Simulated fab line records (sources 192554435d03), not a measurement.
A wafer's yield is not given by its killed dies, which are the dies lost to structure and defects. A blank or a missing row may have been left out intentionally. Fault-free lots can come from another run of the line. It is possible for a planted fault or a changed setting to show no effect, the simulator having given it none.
Chamber matching | flow n5-finfet | 4 sister chambers for N5_BEOL_M2_ETCH_77 on rie-diel-02
The step etches underlayer in N2/H2, target depth 6.5 nm, time 5.2 s. 14 wafers are shown with their chamber, then 7 later ones without.

## EACH WAFER AND ITS CHAMBER
wafer  | chamber | throttle-valve-pct (%) | showerhead-plenum-p-Torr (Torr) | drypump-motor-current-A (A)
L082.1 | 1       | 17.70                  | 2.55                            | 6.1
L082.3 | 2       | 18.30                  | 2.54                            | 6.0
L082.5 | 3       | 17.75                  | 2.56                            | 6.0
L083.2 | 0       | 17.78                  | 2.45                            | 5.7
L083.5 | 2       | 18.29                  | 2.53                            | 6.0
L083.6 | 3       | 17.77                  | 2.56                            | 6.1
L087.2 | 1       | 17.74                  | 2.54                            | 6.2
L087.3 | 0       | 17.81                  | 2.45                            | 5.6
L087.6 | 2       | 18.31                  | 2.53                            | 5.9
L091.1 | 0       | 17.83                  | 2.44                            | 5.6
L091.4 | 1       | 17.77                  | 2.54                            | 6.1
L091.6 | 2       | 18.32                  | 2.53                            | 5.9
L092.3 | 3       | 17.81                  | 2.55                            | 6.1
L092.4 | 1       | 17.75                  | 2.54                            | 6.1

SIGNATURES (means of the wafers above)
reading                  | chamber 0 | chamber 1 | chamber 2 | chamber 3 | scatter within a chamber
throttle-valve-pct       | 17.8067   | 17.7400   | 18.3050   | 17.7767   | 0.025
showerhead-plenum-p-Torr | 2.4467    | 2.5425    | 2.5325    | 2.5567    | 0.00532
drypump-motor-current-A  | 5.633     | 6.125     | 5.950     | 6.067     | 0.0555
Rule: for a wafer and a chamber, the distance is found by dividing, reading by reading, the gap between the wafer's reading and the chamber's mean by the reading's scatter, squaring, summing and taking the root. If the next closest chamber is less than 2 further off than the closest, the wafer can't be placed; otherwise it belongs to the closest. How the scatter is found: for the shown wafers, subtract from each reading the mean of its chamber, square and add these, divide the total by (wafers less chambers), then take the root.

## WAFERS MISSING THEIR CHAMBER
wafer  | throttle-valve-pct (%) | showerhead-plenum-p-Torr (Torr) | drypump-motor-current-A (A)
L092.6 | 17.83                  | 2.44                            | 5.6
L095.2 | 18.32                  | 2.52                            | 6.0
L095.5 | 17.76                  | 2.54                            | 6.1
L095.6 | 17.86                  | 2.44                            | 5.7
L096.1 | 18.31                  | 2.52                            | 6.0
L096.2 | 17.78                  | 2.54                            | 6.1
L096.3 | 17.81                  | 2.55                            | 6.1

## WHICH CHAMBER EACH WENT THROUGH
wafer  | from the rows above     | in truth
L092.6 | 0                       | 0
L095.2 | 2                       | 2
L095.5 | 1                       | 1
L095.6 | 0                       | 0
L096.1 | 2                       | 2
L096.2 | can't be placed: 1 or 3 | 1
L096.3 | can't be placed: 3 or 1 | 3
Correctly placed: 5 of 7. Can't be placed from these rows: 2 (the true chamber is among the candidates in 2). Placed wrongly: 0.
